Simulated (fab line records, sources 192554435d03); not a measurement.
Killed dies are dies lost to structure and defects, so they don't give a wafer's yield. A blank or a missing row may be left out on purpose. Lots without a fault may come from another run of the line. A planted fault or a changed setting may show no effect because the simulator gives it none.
Chamber matching | flow n5_finfet | N5_BEOL_M0_SAQP_PECVD_00 on pecvd-04: 3 sister chambers
The step deposits SiCN from 3MS/NH3, target thk 8 nm, time 14 s. 3 wafers are shown with their chamber, then 7 later ones without.

WAFERS WITH THEIR CHAMBER
wafer  | chamber | showerhead_plenum_p_Torr (Torr)
L088.6 | 2       | 3.647
L089.2 | 1       | 3.631
L089.5 | 0       | 3.655

WAFERS WITHOUT THEIR CHAMBER
wafer  | showerhead_plenum_p_Torr (Torr)
L089.6 | 3.630
L092.2 | 3.667
L092.4 | 3.656
L092.5 | 3.627
L096.1 | 3.657
L096.4 | 3.662
L096.6 | 3.633

WHICH CHAMBER EACH WENT THROUGH
wafer  | from the rows above     | in truth
L089.6 | 1                       | 1
L092.2 | can't be placed: 0 or 2 | 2
L092.4 | can't be placed: 0 or 2 | 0
L092.5 | 1                       | 1
L096.1 | can't be placed: 0 or 2 | 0
L096.4 | can't be placed: 0 or 2 | 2
L096.6 | 1                       | 1
Placed correctly: 3 of 7. Can't be placed from these rows: 4 (the true chamber is among the candidates in 4). Placed wrongly: 0.
How it was worked out, from the rows above alone: a wafer's distance from a chamber is the root of the sum, over the readings, of the square of ((its reading less the chamber's mean) divided by the reading's scatter). The wafer belongs to the nearest chamber; if the next one is less than 2 further off, it can't be placed. A chamber's mean is the mean of its shown wafers. The scatter: with one shown wafer a chamber, the root of the mean of the squares of how far each hidden wafer lies from its nearest shown one.
